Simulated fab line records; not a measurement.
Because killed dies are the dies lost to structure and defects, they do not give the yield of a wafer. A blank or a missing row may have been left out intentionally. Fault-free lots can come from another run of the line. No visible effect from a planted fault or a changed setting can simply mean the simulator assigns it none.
fab line records | flow nandHarc
record: lots: 13 wafers: 39 lastDay: 33
route steps=1302 shown A_CONTACT@1064 THIN_TSV@1265 END@1302
lots that met no fault: taken from a fault-free run of the same line
startH: hours from the record's first day to the start of the lot's first wafer shown | waitH: time in hours since the lot's previous step | " as in the row above | L1.1+2: one row covering several wafers at once | - either no value or no given start | * or withheld: withheld | < > ~ a bound
route shown NAME@n: NAME is a module with steps in the file, n the number in the route of the first one | usual: the fault-free wafers' mean and standard deviation | same: alike in all rows | chamber/n: place in a boat | sites: the reading at each site | _std_site: standard deviation across them | _edge_site: mean of outer sites minus mean of inner sites | radiusMm: how far each site lies from the wafer's centre | mask NAME#n: copy n | behind: tool/chamber where the wafer was last shaped | hold: the reason the lot was held/the length of the hold in hours/how it ended | device: the n, p or np transistor that did not switch | end of line: tests of these same wafers at the route's end | a step given without rows: its recipe and nothing more | killed: at the first sort, the dies lost to defects and structure; wafer yield is something else | map: a wafer's dies, marking killed ones x, the rest . and places with no die _
set.NAME: setting as actually run; set.NAME@STEP: the setting as run at that earlier step | model.NAME: the simulator's own value behind a step, which no gauge read
steps of the route over a sample of lots; a table a step, a row a wafer
services: the hour from which a tool's chamber was out of use, counted from the record's first day as startH (under 0 if before that day), plus the number of hours and why
== steps ==
step: NHARC_A_CONTACT_STRIP_82
recipe: o2FlowSccm: 500 arFlowSccm: 0 biasW: 0 chemistry: O2
usual: drypumpMotorCurrentA: 5.9/0.52 oesProductAu: 0.996/0.011 rfVppV: 57.9/0.92 showerheadPlenumPTorr: 3.55/0.14 throttleValvePct: 17.036/0.0098
same: biasW: 0
columns lot.wafer tool chamber startH waitH drypumpMotorCurrentA oesProductAu rfHoursCounterH rfVppV showerheadPlenumPTorr throttleValvePct
L624.1 rieDiel-10 0 503.01 - 5.3 0.992 20 59.4 3.56 17.032
L624.5 " 3 " " 6.6 1.009 - 57.9 3.48 17.033
L624.6 " 0 " " 5.3 0.995 - 57.8 3.56 17.031
L626.3 rieDiel-10 1 510.57 - 6.5 1.008 17 59.5 3.60 17.045
L626.1 " 2 " " 5.8 1.002 16 57.8 3.73 17.027
L626.6 " 2 " " 5.8 1.010 - 57.4 3.73 17.042
L625.3 rieDiel-03 2 516.79 - 6.1 0.996 13 57.8 3.31 17.048
L625.4 " 0 " " 5.5 0.983 13 56.7 3.39 17.033
L625.6 " 2 " " 6.1 0.995 - 58.4 3.31 17.034
L627.4 rieDiel-10 1 533.38 - 6.5 0.994 21 57.2 3.59 17.029
L627.3 " 2 " " 5.8 0.991 21 57.4 3.73 17.040
L627.6 " 0 " " 5.3 0.986 - 59.2 3.55 17.036
L633.2 rieDiel-13 2 597.41 - 6.6 1.004 24 56.8 3.41 17.031
L633.4 " 3 " " 5.5 1.006 16 57.0 3.32 17.048
L633.3 " 0 " " 5.5 0.997 15 59.0 3.76 17.031
L636.4 rieDiel-13 2 632.39 - 6.6 0.996 35 57.8 3.40 17.034
L636.6 " 2 " " 6.6 0.996 - 55.3 3.40 17.024
L636.5 " 3 " " 5.6 0.988 - 57.6 3.32 17.045
L640.4 rieDiel-10 2 669.71 - 5.8 0.992 12 57.8 3.72 17.046
L640.3 " 3 " " 6.6 1.006 10 56.0 3.47 17.055
L640.6 " 0 " " 5.3 1.015 - 57.8 3.54 17.038
L642.3 rieDiel-10 3 686.48 - 6.6 1.012 12 57.3 3.47 17.036
L642.4 " 1 " " 6.5 0.976 14 59.3 3.58 17.010
L642.6 " 3 " " 6.6 1.007 - 58.9 3.47 17.046
L643.3 rieDiel-10 2 699.18 - 5.8 0.984 16 58.2 3.71 17.032
L643.4 " 3 " " 6.6 1.006 13 58.4 3.47 17.027
L643.5 " 3 " " 6.6 1.014 - 57.5 3.47 17.043
L644.1 rieDiel-10 0 726.36 - 5.3 0.998 20 59.4 3.54 17.048
L644.2 " 1 " " 6.5 0.981 20 57.7 3.58 17.033
L644.5 " 1 " " 6.5 0.977 - 57.5 3.58 17.050
L646.2 rieDiel-10 0 729.72 - 5.3 1.016 20 57.8 3.54 17.031
L646.3 " 2 " " 5.8 0.986 21 58.5 3.71 17.031
L646.5 " 0 " " 5.3 1.002 - 57.8 3.54 17.035
L647.3 rieDiel-10 2 731.94 - 5.8 1.007 22 58.0 3.71 17.037
L647.4 " 3 " " 6.5 1.006 20 57.2 3.46 17.021
L647.5 " 2 " " 5.8 0.995 - 58.8 3.71 17.045
L645.4 rieDiel-10 3 734.88 - 6.6 0.997 20 58.4 3.47 17.052
L645.5 " 2 " " 5.8 0.993 - 57.1 3.71 17.035
L645.6 " 3 " " 6.6 1.003 - 57.9 3.46 17.032
step: NHARC_THIN_TSV_STRIP_45
recipe: powerW: 1500 tempC: 250 chemistry: O2
usual: drypumpMotorCurrentA: 5.8/0.43 heaterPowerW: 346/55
columns lot.wafer tool chamber startH waitH drypumpMotorCurrentA heaterPowerW rfHoursCounterH
L624.1 plasmaAsher-01 0 542.19 0.1 6.4 353 2
L624.6 " 1 " " 5.9 420 -
L624.5 " 0 " " 6.4 344 -
L626.1 plasmaAsher-01 1 549.30 0.1 5.9 418 4
L626.3 " 1 " " 5.9 423 -
L626.6 " 1 " " 5.9 421 -
L625.3 plasmaAsher-01 0 564.87 0.2 6.4 350 -
L625.4 " 1 " " 5.9 407 -
L625.6 " 0 " " 6.4 346 -
L627.3 plasmaAsher-02 0 572.12 0.2 5.4 274 -
L627.4 " 1 " " 5.4 312 -
L627.6 " 0 " " 5.4 263 -
L633.2 plasmaAsher-01 0 638.79 0.1 6.4 352 19
L633.3 " 1 " " 5.9 418 -
L633.4 " 0 " " 6.4 348 -
L636.4 plasmaAsher-01 1 671.58 0.2 5.9 410 -
L636.6 " 0 " " 6.4 355 -
L636.5 " 1 " " 5.9 415 -
L640.4 plasmaAsher-02 0 713.26 0.2 5.5 268 -
L640.3 " 1 " " 5.4 306 -
L640.6 " 0 " " 5.5 269 -
L642.4 plasmaAsher-01 1 725.08 0.2 5.9 423 -
L642.3 " 0 " " 6.4 345 -
L642.6 " 1 " " 5.9 431 -
L643.4 plasmaAsher-01 0 740.12 0.2 6.4 341 -
L643.3 " 1 " " 5.9 424 -
L643.5 " 0 " " 6.4 342 -
L644.1 plasmaAsher-02 0 766.99 0.1 5.4 280 27
L644.2 " 1 " " 5.4 310 27
L644.5 " 1 " " 5.4 316 -
L646.2 plasmaAsher-02 0 771.16 0.1 5.4 278 28
L646.3 " 1 " " 5.4 311 -
L646.5 " 0 " " 5.4 271 -
L647.3 plasmaAsher-01 1 772.68 0.3 5.9 422 -
L647.4 " 0 " " 6.4 349 -
L647.5 " 0 " " 6.4 354 -
L645.4 plasmaAsher-02 1 773.68 0.2 5.3 313 -
L645.6 " 0 " " 5.4 277 -
L645.5 " 1 " " 5.4 317 -
step: NHARC_THIN_TSV_DEGAS_49
recipe: tempC: 300 timeS: 120
usual: heaterPowerW: 463/52
columns lot.wafer tool chamber startH waitH heaterPowerW
L624.1 pvdSputter-02 - 543.91 0.2 390
L624.6 " - " " 429
L624.5 " - " " 542
L626.1 pvdSputter-01 - 550.99 0.2 440
L626.3 " - " " 499
L626.6 " - " " 438
L625.4 pvdSputter-02 - 566.54 0.1 387
L625.3 " - " " 443
L625.6 " - " " 552
L627.4 pvdSputter-02 - 573.85 0.1 434
L627.3 " - " " 438
L627.6 " - " " 393
L633.2 pvdSputter-03 - 640.50 0.1 438
L633.3 " - " " 418
L633.4 " - " " 505
L636.4 pvdSputter-01 - 673.19 0.1 469
L636.5 " - " " 556
L636.6 " - " " 476
L640.3 pvdSputter-02 - 714.89 0.1 530
L640.4 " - " " 403
L640.6 " - " " 529
L642.4 pvdSputter-03 - 726.80 0.1 454
L642.3 " - " " 417
L642.6 " - " " 454
L643.4 pvdSputter-01 - 741.81 0.1 464
L643.3 " - " " 485
L643.5 " - " " 472
L644.2 pvdSputter-03 - 768.78 0.2 452
L644.1 " - " " 394
L644.5 " - " " 444
L646.3 pvdSputter-03 - 773.04 0.1 505
L646.2 " - " " 451
L646.5 " - " " 399
L647.4 pvdSputter-01 - 774.32 0.1 499
L647.3 " - " " 544
L647.5 " - " " 481
L645.4 pvdSputter-03 - 775.29 0.1 392
L645.5 " - " " 504
L645.6 " - " " 402
step: NHARC_END_SORT_01
recipe: tempC: 25
usual: killedAtArray: 52/18 killedAtOther: 1.2/1.5 killedAtPeriphery: 4/3.2 killedDies: 57/17 killedOpen: 3.1/1.9 killedShort: 2.5/1.7
same: grossDies: 677
columns lot.wafer tool chamber startH waitH killedAtArray killedAtOther killedAtPeriphery killedDies killedOpen killedShort
L636.4 prober-02 0 687.94 3.4 65 0 3 68 2 1
L636.5 prober-02 0 688.74 3.7 130 0 5 135 0 1
L636.6 prober-02 0 689.54 4.0 68 0 2 70 7 3
killed by level:class
L636.4 A_SLIT:chamberFilmFlake=30 A_CHANNEL_HOLE_D1:chamberFilmFlake=28 A_CONTACT:chamberFilmFlake=3 P_GATE:chamberFilmFlake=2 A_ONON_D2:geometricParticle:short=1 A_ONON_D2:geometricParticle:open=1 A_M0:geometricParticle:open=1 P_ZERO_WELL:chamberFilmFlake=1
L636.5 A_CONTACT:unspecified=61 A_CHANNEL_HOLE_D1:chamberFilmFlake=38 A_SLIT:chamberFilmFlake=25 P_GATE:chamberFilmFlake=4 A_ZERO_WELL:chamberFilmFlake=3 A_STAIRCASE:chamberFilmFlake=3 P_M0:geometricParticle:short=1
L636.6 A_SLIT:chamberFilmFlake=27 A_CHANNEL_HOLE_D1:chamberFilmFlake=26 A_ONON_D2:geometricParticle:open=3 A_ZERO_WELL:chamberFilmFlake=3 A_BLC:geometricParticle:open=2 A_CONTACT:chamberFilmFlake=2 A_CHANNEL_FILL_D1:geometricParticle:open=1 A_ONON_D2:geometricParticle:short=1
== services ==
columns tool chamber startH hours kind
pvdSputter-02 - 479.08 4.6 repair
pvdSputter-02 - 516.81 4.4 repair
plasmaAsher-01 - 519.89 9.0 pm
pvdSputter-03 - 527.66 10.0 pm
plasmaAsher-02 - 536.47 2.6 repair
pvdSputter-03 - 550.24 2.5 repair
rieDiel-10 0 565.13 10.6 repair
rieDiel-10 1 570.87 4.5 repair
pvdSputter-01 - 582.00 10.0 pm
rieDiel-10 3 596.81 1.9 repair
rieDiel-10 - 596.95 9.0 pm
pvdSputter-03 - 636.28 0.8 repair
plasmaAsher-02 - 638.71 9.0 pm
rieDiel-10 - 641.96 0.8 repair
rieDiel-10 1 648.03 4.8 repair
rieDiel-10 3 651.17 4.0 repair
plasmaAsher-01 - 696.89 9.0 pm
pvdSputter-03 - 705.66 10.0 pm
rieDiel-10 1 737.59 4.1 repair
rieDiel-10 0 752.75 6.8 repair
pvdSputter-03 - 762.49 6.0 repair
plasmaAsher-02 - 764.74 0.6 repair
plasmaAsher-01 - 773.01 5.7 repair
rieDiel-10 - 773.95 9.0 pm
== key ==
firstSign: step: NHARC_END_SORT_01 reading: killedDies direction: up sigmas: 4.6 usual: 57 struck: 135
effect: step: NHARC_END_SORT_01 reading: killedAtArray direction: up sigmas: 4.4 usual: 52 struck: 130
moreKillsBornAt: NHARC_A_CONTACT_STRIP_82@rieDiel-13: 61
metAt NHARC_A_CONTACT_STRIP_82
struckLots L636
struckWafers L636.5
testerLeftOut L636
notActingAt NHARC_THIN_TSV_STRIP_45,NHARC_THIN_TSV_DEGAS_49
onsetBetween 597.41 632.39
fault: kind: chamberParticleSource tool: rieDiel-13 chamber: 3 onsetH: 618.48 steps: NHARC_A_CONTACT_STRIP_82 ratePerVisitCm2: 1.4298 endH: 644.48
testerLeftOut: of these lots the tester's yield and bins aren't shown, on N5 and GAA mostly nor the transistor test; their killed dies are dies lost to structure and defects alone, not to doping, threshold or leakage, so they don't give the yield
